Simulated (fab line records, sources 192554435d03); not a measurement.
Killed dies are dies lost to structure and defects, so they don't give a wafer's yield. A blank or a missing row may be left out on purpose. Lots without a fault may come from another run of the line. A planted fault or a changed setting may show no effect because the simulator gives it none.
Chamber matching | flow n5_finfet | N5_HKMG_FIN_ETCH_32 on rie_diel-03: 4 sister chambers
The step etches SOC in N2/H2, target depth 240 nm, time 300 s. 14 wafers are shown with their chamber, then 7 later ones without.

WAFERS WITH THEIR CHAMBER
wafer  | chamber | showerhead_plenum_p_Torr (Torr) | drypump_motor_current_A (A) | oes_product_au (a.u.)
L088.1 | 3       | 2.64                            | 6.5                         | 0.72
L088.3 | 2       | 2.45                            | 5.3                         | 0.79
L088.6 | 2       | 2.45                            | 5.3                         | 0.79
L089.2 | 3       | 2.64                            | 6.5                         | 0.71
L089.3 | 2       | 2.45                            | 5.3                         | 0.79
L089.6 | 1       | 2.61                            | 5.2                         | 0.68
L090.3 | 3       | 2.64                            | 6.5                         | 0.71
L090.4 | 1       | 2.61                            | 5.2                         | 0.68
L090.5 | 2       | 2.45                            | 5.3                         | 0.79
L091.1 | 0       | 2.43                            | 5.7                         | 0.68
L091.2 | 2       | 2.45                            | 5.3                         | 0.78
L091.6 | 3       | 2.63                            | 6.5                         | 0.71
L092.1 | 2       | 2.45                            | 5.3                         | 0.78
L092.2 | 0       | 2.43                            | 5.6                         | 0.68

SIGNATURES (means of the wafers above)
reading                  | chamber 0 | chamber 1 | chamber 2 | chamber 3 | scatter within a chamber
showerhead_plenum_p_Torr | 2.4300    | 2.6100    | 2.4500    | 2.6375    | 0.00274
drypump_motor_current_A  | 5.650     | 5.200     | 5.300     | 6.500     | 0.0224
oes_product_au           | 0.6800    | 0.6800    | 0.7867    | 0.7125    | 0.00456
Rule: a wafer's distance from a chamber is the root of the sum, over the readings, of the square of ((its reading less the chamber's mean) divided by the reading's scatter). The wafer belongs to the nearest chamber; if the next one is less than 2 further off, it can't be placed. The scatter: the root of (the sum of the squares of (reading less its chamber's mean) over the shown wafers, divided by (wafers less chambers)).

WAFERS WITHOUT THEIR CHAMBER
wafer  | showerhead_plenum_p_Torr (Torr) | drypump_motor_current_A (A) | oes_product_au (a.u.)
L092.6 | 2.45                            | 5.3                         | 0.78
L095.2 | 2.44                            | 5.3                         | 0.77
L095.5 | 2.44                            | 5.3                         | 0.77
L095.6 | 2.63                            | 6.5                         | 0.70
L096.2 | 2.42                            | 5.6                         | 0.67
L096.4 | 2.61                            | 5.2                         | 0.96
L096.5 | 2.42                            | 5.7                         | 0.67

WHICH CHAMBER EACH WENT THROUGH
wafer  | from the rows above | in truth
L092.6 | 2                   | 2
L095.2 | 2                   | 2
L095.5 | 2                   | 2
L095.6 | 3                   | 3
L096.2 | 0                   | 0
L096.4 | 1                   | 1
L096.5 | 0                   | 0
Placed correctly: 7 of 7. Can't be placed from these rows: 0. Placed wrongly: 0.
